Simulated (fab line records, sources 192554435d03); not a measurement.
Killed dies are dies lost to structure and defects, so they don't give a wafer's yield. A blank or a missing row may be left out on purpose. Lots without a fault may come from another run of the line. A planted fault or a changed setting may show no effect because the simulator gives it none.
Chamber matching | flow n5_finfet | N5_BEOL_M13_ILD_DEP_00 on pecvd-03: 3 sister chambers
The step deposits SiOC from DEMS/O2, target thk 837.92 nm, time 166.4 s. 3 wafers are shown with their chamber, then 9 later ones without.

WAFERS WITH THEIR CHAMBER
wafer  | chamber | throttle_valve_pct (%)
L939.4 | 1       | 12.5
L944.4 | 2       | 11.7
L944.6 | 0       | 11.9

WAFERS WITHOUT THEIR CHAMBER
wafer  | throttle_valve_pct (%)
L940.1 | 12.5
L940.3 | 11.9
L940.5 | 12.4
L945.1 | 11.7
L945.3 | 12.6
L945.4 | 12.6
L947.1 | 11.6
L947.5 | 12.0
L947.6 | 11.6

WHICH CHAMBER EACH WENT THROUGH
wafer  | from the rows above | in truth
L940.1 | 1                   | 1
L940.3 | 0                   | 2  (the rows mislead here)
L940.5 | 1                   | 1
L945.1 | 2                   | 2
L945.3 | 1                   | 1
L945.4 | 1                   | 1
L947.1 | 2                   | 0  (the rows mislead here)
L947.5 | 0                   | 0
L947.6 | 2                   | 2
Placed correctly: 7 of 9. Can't be placed from these rows: 0. Placed wrongly: 2.
How it was worked out, from the rows above alone: a wafer's distance from a chamber is the root of the sum, over the readings, of the square of ((its reading less the chamber's mean) divided by the reading's scatter). The wafer belongs to the nearest chamber; if the next one is less than 2 further off, it can't be placed. A chamber's mean is the mean of its shown wafers. The scatter: with one shown wafer a chamber, the root of the mean of the squares of how far each hidden wafer lies from its nearest shown one.
